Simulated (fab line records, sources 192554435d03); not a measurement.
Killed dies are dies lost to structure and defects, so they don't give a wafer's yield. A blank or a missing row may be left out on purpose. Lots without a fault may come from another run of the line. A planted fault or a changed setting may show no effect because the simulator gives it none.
Which tool did it? | flow n5_finfet | 24 lots, 72 wafers sampled, at 1 step of a route of 1938

WHAT THE GAUGES READ, wafer by wafer
N5_FIN_CUT_CD_MEAS_08: target cd 29.1 nm. Usual: cd_nm 29.16 nm, standard deviation 0.23.
lot  | measured    | on        | cd_nm (nm)        | flag
L074 | day 2 03:01 | cd_sem-03 | 28.69 28.87 29.01 |
L075 | day 2 09:15 | cd_sem-01 | 29.35 28.94 28.95 |
L076 | day 2 15:18 | cd_sem-01 | 29.18 29.23 29.12 |
L077 | day 2 22:14 | cd_sem-03 | 29.58 29.14 29.08 |
L078 | day 3 03:17 | cd_sem-03 | 29.31 29.13 29.01 |
L079 | day 3 10:36 | cd_sem-03 | 29.68 29.01 28.90 |
L080 | day 3 16:05 | cd_sem-01 | 29.39 29.05 29.37 |
L081 | day 3 21:42 | cd_sem-02 | 29.06 28.97 29.31 |
L082 | day 4 03:47 | cd_sem-01 | 28.94 28.88 28.83 |
L083 | day 4 08:21 | cd_sem-02 | 29.06 29.33 29.27 |
L084 | day 4 18:01 | cd_sem-01 | 29.20 29.17 28.87 |
L085 | day 4 22:32 | cd_sem-02 | 28.68 28.94 28.88 |
L086 | day 5 06:30 | cd_sem-02 | 29.61 29.50 29.13 |
L087 | day 5 13:53 | cd_sem-01 | 29.32 29.33 29.05 |
L088 | day 5 17:05 | cd_sem-02 | 29.20 29.39 29.45 |
L089 | day 5 21:21 | cd_sem-01 | 29.19 29.22 29.25 |
L090 | day 6 03:33 | cd_sem-02 | 29.53 29.06 29.18 |
L091 | day 6 09:18 | cd_sem-03 | 28.93 28.94 29.31 |
L092 | day 6 14:53 | cd_sem-03 | 29.67 29.48 29.17 |
L093 | day 6 21:30 | cd_sem-03 | 28.91 29.39 29.26 |
L094 | day 7 02:44 | cd_sem-01 | 29.14 29.73 29.38 |
L095 | day 7 10:01 | cd_sem-03 | 29.36 29.04 28.88 |
L096 | day 7 15:01 | cd_sem-02 | 29.60 29.38 29.30 |
L097 | day 7 21:03 | cd_sem-01 | 29.24 29.09 28.92 |

WHICH TOOL RAN EACH LOT (tool, then ch and the chambers of the sampled wafers, then the start)
The record holds no process step before these readings.

WHAT THE TOOLS THEMSELVES READ (means of the sampled wafers that have a number; where no wafer has one, the mark that the record gives instead)
The record holds no such reading with a usual standard deviation.

THE ANSWER, worked out from the rows above alone
Rule: a lot is off if the mean of its wafers that have a number lies more than 3 standard deviations from the usual mean. A lot without any number at a reading at which 4 lots or more have one is off too. The other lots that the step has rows for count as sound. The gauges are gone through in route order, then the tools' own readings, and for those a lot's mean is taken as printed above. The first step at which some lot is off is used, and at that step the reading that is off furthest; a lot without a number counts as furthest.
No lot is off at any reading shown: from this, nothing can be told.

WHAT THE SIMULATOR HAD PUT IN
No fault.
